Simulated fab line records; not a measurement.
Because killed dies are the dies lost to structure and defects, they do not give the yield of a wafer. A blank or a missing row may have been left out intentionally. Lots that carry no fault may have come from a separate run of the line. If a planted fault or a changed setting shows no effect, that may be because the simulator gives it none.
Split-lot experiment || flow n5 finfet || 21 wafers read across 7 lots, on a route 1938 steps long

## ON THE SPLIT
At N5_FIN_SAQP_PECVD_48 (deposits SiNx from SiH4/NH3/N2, target thk 25 nm, time 22.1 s), the setting time s was moved away from the recipe's 22.1 s on 4 of the 21 wafers read, by -13.1% to +11.5%. For the rest of the wafers, this setting stayed at what the recipe calls for.

## FROM THE SPLIT TO THE READING: what the file shows between them, 2 steps
- N5_FIN_SAQP_DEVELOP_15: develop time 30 s (also split here: develop time s)
- N5_FIN_SAQP_MANDREL1_REMOVE_56: chemistry HBr/Cl2/O2, target a-Si, stops on SiNx, bt time 10 s

## THE READING
etch.depth nm (the simulator's own value, which no gauge read), in nm, at N5_FIN_SAQP_ETCH_57 (etches SiNx in CH3F/O2, target depth 32.5 nm, time 46.4 s). The file does not state a usual value for it. The 17 wafers here that ran the recipe average 25.02 nm, standard deviation 0.4 nm.

{"wafer": "L074.1", "tool, chamber at the split": "pecvd-03, 0", "time s as run, s": 22.1, "against the recipe": "recipe", "etch.depth nm, nm": 24.4, "against lot-mates on the recipe": "-"}
{"wafer": "L074.2", "tool, chamber at the split": "pecvd-03, 1", "time s as run, s": 22.1, "against the recipe": "recipe", "etch.depth nm, nm": 24.47, "against lot-mates on the recipe": "-"}
{"wafer": "L074.5", "tool, chamber at the split": "pecvd-03, 0", "time s as run, s": 24.24, "against the recipe": "+9.7%", "etch.depth nm, nm": 26.93, "against lot-mates on the recipe": "+2.50"}
{"wafer": "L075.1", "tool, chamber at the split": "pecvd-01, 0", "time s as run, s": 22.1, "against the recipe": "recipe", "etch.depth nm, nm": 24.64, "against lot-mates on the recipe": "-"}
{"wafer": "L075.4", "tool, chamber at the split": "pecvd-01, 1", "time s as run, s": 22.1, "against the recipe": "recipe", "etch.depth nm, nm": 25.5, "against lot-mates on the recipe": "-"}
{"wafer": "L075.6", "tool, chamber at the split": "pecvd-01, 1", "time s as run, s": 22.1, "against the recipe": "recipe", "etch.depth nm, nm": 24.96, "against lot-mates on the recipe": "-"}
{"wafer": "L079.1", "tool, chamber at the split": "pecvd-01, 1", "time s as run, s": 22.1, "against the recipe": "recipe", "etch.depth nm, nm": 24.55, "against lot-mates on the recipe": "-"}
{"wafer": "L079.4", "tool, chamber at the split": "pecvd-01, 1", "time s as run, s": 22.1, "against the recipe": "recipe", "etch.depth nm, nm": 25.35, "against lot-mates on the recipe": "-"}
{"wafer": "L079.5", "tool, chamber at the split": "pecvd-01, 1", "time s as run, s": 19.2, "against the recipe": "-13.1%", "etch.depth nm, nm": 21.63, "against lot-mates on the recipe": -3.32}
{"wafer": "L081.1", "tool, chamber at the split": "pecvd-01, 1", "time s as run, s": 24.64, "against the recipe": "+11.5%", "etch.depth nm, nm": 27.72, "against lot-mates on the recipe": "+2.89"}
{"wafer": "L081.3", "tool, chamber at the split": "pecvd-01, 0", "time s as run, s": 24.64, "against the recipe": "+11.5%", "etch.depth nm, nm": 27.45, "against lot-mates on the recipe": "+2.62"}
{"wafer": "L081.5", "tool, chamber at the split": "pecvd-01, 0", "time s as run, s": 22.1, "against the recipe": "recipe", "etch.depth nm, nm": 24.83, "against lot-mates on the recipe": "-"}
{"wafer": "L085.1", "tool, chamber at the split": "pecvd-03, 2", "time s as run, s": 22.1, "against the recipe": "recipe", "etch.depth nm, nm": 24.91, "against lot-mates on the recipe": "-"}
{"wafer": "L085.4", "tool, chamber at the split": "pecvd-03, 0", "time s as run, s": 22.1, "against the recipe": "recipe", "etch.depth nm, nm": 25.7, "against lot-mates on the recipe": "-"}
{"wafer": "L085.6", "tool, chamber at the split": "pecvd-03, 2", "time s as run, s": 22.1, "against the recipe": "recipe", "etch.depth nm, nm": 25.5, "against lot-mates on the recipe": "-"}
{"wafer": "L086.1", "tool, chamber at the split": "pecvd-04, 1", "time s as run, s": 22.1, "against the recipe": "recipe", "etch.depth nm, nm": 25.18, "against lot-mates on the recipe": "-"}
{"wafer": "L086.4", "tool, chamber at the split": "pecvd-04, 0", "time s as run, s": 22.1, "against the recipe": "recipe", "etch.depth nm, nm": 25.14, "against lot-mates on the recipe": "-"}
{"wafer": "L086.6", "tool, chamber at the split": "pecvd-04, 2", "time s as run, s": 22.1, "against the recipe": "recipe", "etch.depth nm, nm": 25.44, "against lot-mates on the recipe": "-"}
{"wafer": "L092.1", "tool, chamber at the split": "pecvd-04, 0", "time s as run, s": 22.1, "against the recipe": "recipe", "etch.depth nm, nm": 24.49, "against lot-mates on the recipe": "-"}
{"wafer": "L092.3", "tool, chamber at the split": "pecvd-04, 2", "time s as run, s": 22.1, "against the recipe": "recipe", "etch.depth nm, nm": 25, "against lot-mates on the recipe": "-"}
{"wafer": "L092.5", "tool, chamber at the split": "pecvd-04, 2", "time s as run, s": 22.1, "against the recipe": "recipe", "etch.depth nm, nm": 25.28, "against lot-mates on the recipe": "-"}

THE FIT
A straight line over all 21 wafers: etch.depth nm changes by +0.232 nm for each +1% of time s; r = +0.95; the points scatter about the line by 0.39 nm.
The same after taking each lot's own level away (the mean of its wafers on the recipe; 21 wafers): +0.247 nm for each +1%; r = +0.98; scatter 0.28 nm.
Per that fit: largest time s move, reading shift of 3.2 nm.
The lots' own levels span 24.435 to 25.370 nm, that is 2.3 times the standard deviation above.
The two slopes are in agreement: the lot-to-lot level therefore moves the slope only a little.
Check: with one of the wafers moved furthest among these (-13.1%) left out of the fit, the line predicts -3.2 nm for it against its lot-mates. Against them it came out at -3.32 nm.

## OTHER SPLITS APPLIED TO THESE WAFERS
Before the reading, these wafers also passed through other splits. Each is held against what the fit with the lots' levels taken away leaves over:
{"other split on the same wafers": "N5_ZERO_LAYER_PECVD_02 time s", "wafers away from the commonest value": 10, "r with etch.depth nm (lot level and that fit taken away)": -0.12}
{"other split on the same wafers": "N5_ZERO_LAYER_COAT_05 spin rpm", "wafers away from the commonest value": 3, "r with etch.depth nm (lot level and that fit taken away)": -0.06}
{"other split on the same wafers": "N5_ZERO_LAYER_PEB_09 peb time s", "wafers away from the commonest value": "as run: not given for these wafers", "r with etch.depth nm (lot level and that fit taken away)": "-"}
{"other split on the same wafers": "N5_WELL_APT_COAT_02 spin rpm", "wafers away from the commonest value": 5, "r with etch.depth nm (lot level and that fit taken away)": -0.16}
{"other split on the same wafers": "N5_FIN_SAQP_DEVELOP_15 develop time s", "wafers away from the commonest value": 11, "r with etch.depth nm (lot level and that fit taken away)": -0.09}

## THE WHOLE CHAIN: every reading that the file lists as answering this split, in the file's order
{"step": "N5_FIN_SAQP_PECVD_48", "what it does": "deposits SiNx from SiH4/NH3/N2, target thk 25 nm, time 22.1 s", "reading": "SiNx_of_FIN_SAQP_PECVD_48.thk nm (the simulator's own value, which no gauge read)", "change (the file's fit)": "+0.251 nm for each +1% of the setting", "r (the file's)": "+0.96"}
{"step": "N5_FIN_SAQP_ETCH_57", "what it does": "etches SiNx in CH3F/O2, target depth 32.5 nm, time 46.4 s", "reading": "etch rf on time s", "change (the file's fit)": "withheld for each +1% of the setting", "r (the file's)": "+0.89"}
{"step": "N5_FIN_SAQP_ETCH_57", "what it does": "etches SiNx in CH3F/O2, target depth 32.5 nm, time 46.4 s", "reading": "etch.depth nm (the simulator's own value, which no gauge read)", "change (the file's fit)": "+0.249 nm for each +1% of the setting", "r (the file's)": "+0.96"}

## FILE'S OWN FIT
etch.depth nm changes by +0.249 nm for each +1% of time s, r = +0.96.
